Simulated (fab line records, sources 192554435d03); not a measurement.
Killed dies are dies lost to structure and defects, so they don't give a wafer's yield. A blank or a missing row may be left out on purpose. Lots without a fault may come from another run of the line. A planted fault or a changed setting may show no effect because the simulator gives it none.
A struck lot beside a sound one | flow n5_finfet | 41 steps out of a route of 1938
Sound: wafers L895.1, L895.2, L895.5. Struck: wafers L893.2, L893.3, L893.5. The cause comes at the end.
At each step with rows: each side's tool, then ch and its chambers, then its first start. Under that, the readings that differ: sound wafers | struck wafers | difference of the means | sigmas: that difference in standard deviations of wafers without a fault.
alike: readings whose means differ by less than 2 such deviations, and words and numbers that are the same on both sides. not compared: withheld readings, readings that some wafer has no value for, bounds like >300 that may hide the same value, and numbers for which the record gives no deviation and whose values overlap.
The two part at a step that has a row with sigmas, a row that says differs or no value, or rows on one side only. Numbers that don't overlap but have no deviation are shown without sigmas and don't part them. A reading that every wafer of one side lacks parts them only if that side has two wafers or more.

first, 5 steps without rows for these wafers: N5_BEOL_M1_SURFACE_TREAT_85; N5_BEOL_M1_CVD_47 (deposits Co from CCTBA/H2, target thk 3 nm, time 223.8 s); N5_BEOL_M1_SPUTTER_48 (material Cu, target thk 4.5 nm, time 8.29 s); N5_BEOL_M1_ANNEAL_49 (time 240 s); N5_BEOL_M1_SPUTTER_79 (material Cu, target thk 4.5 nm, time 8.29 s).
N5_BEOL_M1_ANNEAL_80: time 240 s.
  sound on pvd_sputter-01, day 9 18:59; struck on pvd_sputter-03, day 8 23:01
  alike: heater_power_w
N5_BEOL_M1_SPUTTER_81: material Cu, target thk 4.5 nm, time 8.29 s.
  sound on pvd_sputter-01, day 9 19:08; struck on pvd_sputter-03, day 8 23:09
  alike: throttle_valve_pct
then, 5 steps without rows for these wafers: N5_BEOL_M1_ANNEAL_82 (time 240 s); N5_BEOL_M1_SPUTTER_86 (material Cu, target thk 4.5 nm, time 8.29 s); N5_BEOL_M1_ANNEAL_87 (time 240 s); N5_BEOL_M1_SPUTTER_88 (material Cu, target thk 4.5 nm, time 8.29 s); N5_BEOL_M1_ANNEAL_89 (time 240 s).
N5_BEOL_M1_SPUTTER_90: material Cu, target thk 4.5 nm, time 8.29 s.
  sound on pvd_sputter-01, day 9 19:47; struck on pvd_sputter-03, day 8 23:49
  alike: throttle_valve_pct
then, 2 steps without rows for these wafers: N5_BEOL_M1_ANNEAL_91 (time 240 s); N5_BEOL_M1_SPUTTER_92 (material Cu, target thk 4.5 nm, time 8.29 s).
N5_BEOL_M1_ANNEAL_93: time 240 s.
  sound on pvd_sputter-01, day 9 20:05; struck on pvd_sputter-03, day 9 00:07
  alike: heater_power_w
N5_BEOL_M1_SPUTTER_94: material Cu, target thk 4.5 nm, time 8.29 s.
  sound on pvd_sputter-01, day 9 20:14; struck on pvd_sputter-03, day 9 00:15
  alike: throttle_valve_pct
then, 5 steps without rows for these wafers: N5_BEOL_M1_ANNEAL_95 (time 240 s); N5_BEOL_M1_SPUTTER_96 (material Cu, target thk 4.5 nm, time 8.29 s); N5_BEOL_M1_ECD_50 (material Cu, target thk 300 nm); N5_BEOL_M1_ANNEAL_51 (time 90 s); N5_BEOL_M1_CMP_52 (polishes, stops on SiOC, t overpolish 6.8 s, target thk 40 nm).
N5_BEOL_M1_PRE_CLEAN_60: time 15 s.
  sound on cvd_co-01 ch 1,2, day 9 21:20; struck on cvd_co-01 ch 0,1,2, day 9 01:17
  alike: heater_power_w
then, 3 steps without rows for these wafers: N5_BEOL_M1_CO_CAP_55 (material Co, precursor CCTBA/H2, target thk 2 nm, time 102.1 s); N5_BEOL_M1_PRE_CLEAN_56 (time 15 s); N5_BEOL_M1_DEP_57 (deposits SiCN from 3MS/NH3, target thk 8 nm, time 14 s).
N5_BEOL_M1_RS_MEAS_58: measures by four-point-probe.
  sound on film_metro-01, day 9 21:37; struck on film_metro-01, day 9 01:31
  alike: M1_RS
then, 1 step without rows for these wafers: N5_BEOL_M2_ILD_DEP_00 (deposits SiOC from DEMS/O2, target thk 79 nm, time 15.3 s).
N5_BEOL_M2_THK_MEAS_01:
  sound on film_metro-01, day 9 21:44; struck on film_metro-02, day 9 01:40
  reading         | sound          | struck         | difference | sigmas
  M2_ILD_THK (nm) | 77.5 78.2 78.4 | 79.7 81.4 80.2 | +2.4       | +2
then, 11 steps without rows for these wafers: N5_BEOL_M2_PECVD_72 (deposits SiO2 from TEOS/O2, target thk 16 nm, time 18 s); N5_BEOL_M2_HM_DEP_02 (deposits TiN, target thk 20 nm); N5_BEOL_M2_COAT_61 (time 60 s, resist thk 60 nm); N5_BEOL_M2_COAT_62 (time 60 s, resist thk 12 nm); N5_BEOL_M2_COAT_73 (time 60 s, resist thk 5 nm); N5_BEOL_M2_COAT_05 (resist thk 30 nm); N5_BEOL_M2_EBR_07; N5_BEOL_M2_SOFTBAKE_06 (time 60 s); N5_BEOL_M2_EXPOSE_08 (exposes mask M2); N5_BEOL_M2_PEB_09 (peb time 60 s); N5_BEOL_M2_DEVELOP_10 (develop time 30 s).
-- the record jumps here: 6 days lie between the struck wafers' starts before and after (it left off in module BEOL_M2 and takes up again in module PASSIVATION, whose first step shown is number 1936 of the route) --
N5_PASSIVATION_PROBE_49:
  sound on prober-01, day 15 17:17; struck on prober-01, day 15 06:37
  reading                  | sound          | struck         | difference | sigmas
  defect_limited_yield (%) | 89.7 87.5 89.4 | 81.1 80.7 80.7 | -8.0       | -5
  killed_at_M0_to_M3       | 40 44 43       | 152 161 164    | +117       | +12
  killed_dies              | 121 147 125    | 223 228 228    | +95        | +5
  sort_bin_5_function (%)  | 6.0 7.0 5.6    | 11.8 12.2 11.2 | +5.5       | +6
  sort_n_pass              | 1059 1033 1055 | 957 952 952    | -95        | -5
  sort_yield_pct (%)       | 89.7 87.5 89.4 | 81.1 80.7 80.7 | -8.0       | -5
  alike: killed_at_M4_up, killed_at_contacts, killed_at_front_end, killed_at_other, killed_open, killed_short, sort_bin_6_memory

WHERE THEY PART
First at N5_BEOL_M2_THK_MEAS_01; last, within this record, at N5_PASSIVATION_PROBE_49.

WHY: what the simulator had put in
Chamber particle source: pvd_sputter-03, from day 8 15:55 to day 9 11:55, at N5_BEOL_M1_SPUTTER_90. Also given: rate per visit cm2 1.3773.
